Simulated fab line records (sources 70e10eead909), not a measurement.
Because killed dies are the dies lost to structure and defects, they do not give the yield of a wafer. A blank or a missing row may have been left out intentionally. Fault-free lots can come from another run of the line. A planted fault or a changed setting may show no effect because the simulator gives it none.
The tool behind it: which one? -- flow nand-harc -- 24 lots, 72 wafers sampled, at 3 steps of a route of 1159

== WHAT THE GAUGES READ, wafer by wafer ==
NHARC_A_SGD_CUT_INSPECT_11.
lot,measured,on,raw-defect-count
L074,day 14 04:20,defect-inspect-01,5 16 13
L075,day 14 05:38,defect-inspect-01,13 10 11
L076,day 14 10:03,defect-inspect-01,4 7 9
L077,day 14 17:15,defect-inspect-01,18 21 16
L078,day 14 23:27,defect-inspect-01,9 5 13
L081,day 15 17:49,defect-inspect-02,13 10 16
L080,day 15 17:59,defect-inspect-01,24 20 23
L084,day 16 03:24,defect-inspect-02,17 29 21
L082,day 16 04:02,defect-inspect-01,15 12 14
L083,day 16 04:11,defect-inspect-01,13 12 17
L079,day 16 06:10,defect-inspect-01,26 25 11
L086,day 16 14:28,defect-inspect-01,14 7 10
L088,day 16 14:58,defect-inspect-02,26 25 25
L087,day 17 00:23,defect-inspect-02,13 13 14
L085,day 17 00:32,defect-inspect-02,21 32 31
L089,day 17 14:20,defect-inspect-01,4 6 7
L091,day 17 21:30,defect-inspect-01,37 25 26
L090,day 17 21:46,defect-inspect-02,10 11 13
L092,day 18 02:48,defect-inspect-01,6 12 7
L093,day 18 08:44,defect-inspect-02,21 30 21
L095,day 18 13:06,defect-inspect-02,34 28 31
L094,day 18 13:40,defect-inspect-02,9 19 11
L096,day 19 09:50,defect-inspect-02,10 14 16
L097,day 20 01:22,defect-inspect-02,10 16 12

NHARC_A_SGD_CUT_THK_MEAS_22: measures by ellipsometry.
lot,measured,on,thk-nm (nm)
L074,day 14 12:53,film-metro-01,149.1 150.0 147.3
L075,day 14 12:53,film-metro-02,148.6 147.6 145.5
L076,day 14 16:12,film-metro-01,149.5 146.8 146.0
L077,day 15 00:28,film-metro-01,148.2 148.2 146.9
L078,day 15 06:10,film-metro-02,149.0 148.3 149.5
L081,day 15 23:59,film-metro-01,148.4 148.0 147.4
L080,day 16 00:01,film-metro-01,147.8 145.5 149.9
L084,day 16 09:41,film-metro-01,150.1 151.2 149.3
L082,day 16 09:41,film-metro-02,147.8 147.8 148.2
L083,day 16 09:50,film-metro-02,146.5 148.8 149.6
L079,day 16 09:41,film-metro-02,149.0 148.8 147.4
L086,day 16 20:28,film-metro-02,148.8 149.2 150.2
L088,day 16 20:29,film-metro-01,148.8 147.2 148.3
L087,day 17 06:53,film-metro-02,148.9 146.1 146.7
L085,day 17 06:55,film-metro-02,147.4 147.5 149.3
L089,day 17 21:58,film-metro-02,148.3 148.5 151.2
L091,day 18 03:17,film-metro-01,146.0 143.8 147.1
L090,day 18 03:16,film-metro-02,150.0 147.1 148.7
L092,day 18 08:35,film-metro-01,145.8 149.4 148.6
L093,day 18 14:45,film-metro-01,147.6 149.7 147.1
L095,day 18 19:05,film-metro-02,149.8 148.6 149.1
L094,day 18 19:05,film-metro-02,150.4 148.9 148.0
L096,day 19 15:28,film-metro-02,148.7 147.2 147.6
L097,day 20 11:50,film-metro-01,147.6 149.7 148.8

== EACH LOT AND THE TOOL THAT RAN IT (in order: tool; ch and the chambers of the sampled wafers; start) ==
lot,NHARC_A_SGD_CUT_CMP_21
L074,"cmp-04 ch 0,2,3, day 14 12:38"
L075,"cmp-03 ch 0,2,3, day 14 12:39"
L076,"cmp-03 ch 0,1, day 14 15:56"
L077,"cmp-03 ch 0,2, day 15 00:14"
L078,"cmp-02 ch 2,3, day 15 05:54"
L081,"cmp-02 ch 0,1,2, day 15 23:46"
L080,"cmp-03 ch 0,1,2, day 15 23:50"
L084,"cmp-02 ch 0,1,2, day 16 09:29"
L082,"cmp-03 ch 0,1,3, day 16 09:29"
L083,"cmp-03 ch 2,3, day 16 09:34"
L079,"cmp-04 ch 0,2,3, day 16 09:29"
L086,"cmp-02 ch 0,1,3, day 16 20:13"
L088,"cmp-03 ch 0,2,3, day 16 20:13"
L087,"cmp-04 ch 1,2,3, day 17 06:38"
L085,"cmp-02 ch 0,1,3, day 17 06:40"
L089,"cmp-04 ch 0,1, day 17 21:43"
L091,"cmp-03 ch 1,2,3, day 18 03:01"
L090,"cmp-02 ch 0,2, day 18 03:02"
L092,"cmp-03 ch 1,3, day 18 08:21"
L093,"cmp-03 ch 0,2,3, day 18 14:30"
L095,"cmp-04 ch 0,1,3, day 18 18:53"
L094,"cmp-02 ch 1,2,3, day 18 18:53"
L096,"cmp-03 ch 0,1,2, day 19 15:12"
L097,"cmp-02 ch 0,1, day 20 11:37"
- NHARC_A_SGD_CUT_CMP_21: polishes, target thk 148.19 nm.

== AS READ BY THE TOOLS THEMSELVES (means over the sampled wafers that have a number; for cases with no such wafer, the mark the record gives instead) ==
NHARC_A_SGD_CUT_CMP_21.
lot,tool,motor-current-A (A),time-to-endpoint-s (s)
L074,cmp-04,12.2,49.3
L075,cmp-03,12.7,47.4
L076,cmp-03,12.0,49.9
L077,cmp-03,12.2,53.0
L078,cmp-02,12.1,52.4
L081,cmp-02,12.4,53.7
L080,cmp-03,12.2,48.8
L084,cmp-02,12.0,54.2
L082,cmp-03,12.7,47.7
L083,cmp-03,12.6,51.3
L079,cmp-04,12.3,48.8
L086,cmp-02,11.1,50.9
L088,cmp-03,13.0,48.8
L087,cmp-04,12.5,51.9
L085,cmp-02,11.2,49.9
L089,cmp-04,11.9,53.9
L091,cmp-03,12.6,44.8
L090,cmp-02,12.1,48.8
L092,cmp-03,12.6,50.2
L093,cmp-03,13.1,52.2
L095,cmp-04,11.8,48.3
L094,cmp-02,11.5,48.7
L096,cmp-03,12.6,50.1
L097,cmp-02,11.3,48.8

== THE ANSWER, worked out from the rows above alone ==
Rule: the usual values come from the lots themselves. The widest of any qualifying gaps counts: lots, ordered by their means at a reading, are off when they make up no more than a third of the lots, leave a main group of 4 or more, and stand apart from it by 3 or more times the standard deviation of that group's means. Not used: any main group whose means are identical at the precision the tables above print for the reading. Also off: a lot with no number at a reading for which 4 or more lots have one. Any other lot the step has rows for is counted as sound. The gauges are gone through in route order, then the tools' own readings, and for those a lot's mean is taken as printed above. The first step at which some lot is off is used, and at that step the reading that is off furthest; a lot without a number counts as furthest.
No lot is off on any of the readings shown, so nothing can be concluded from this.

== WHAT HAD BEEN PUT IN BY THE SIMULATOR ==
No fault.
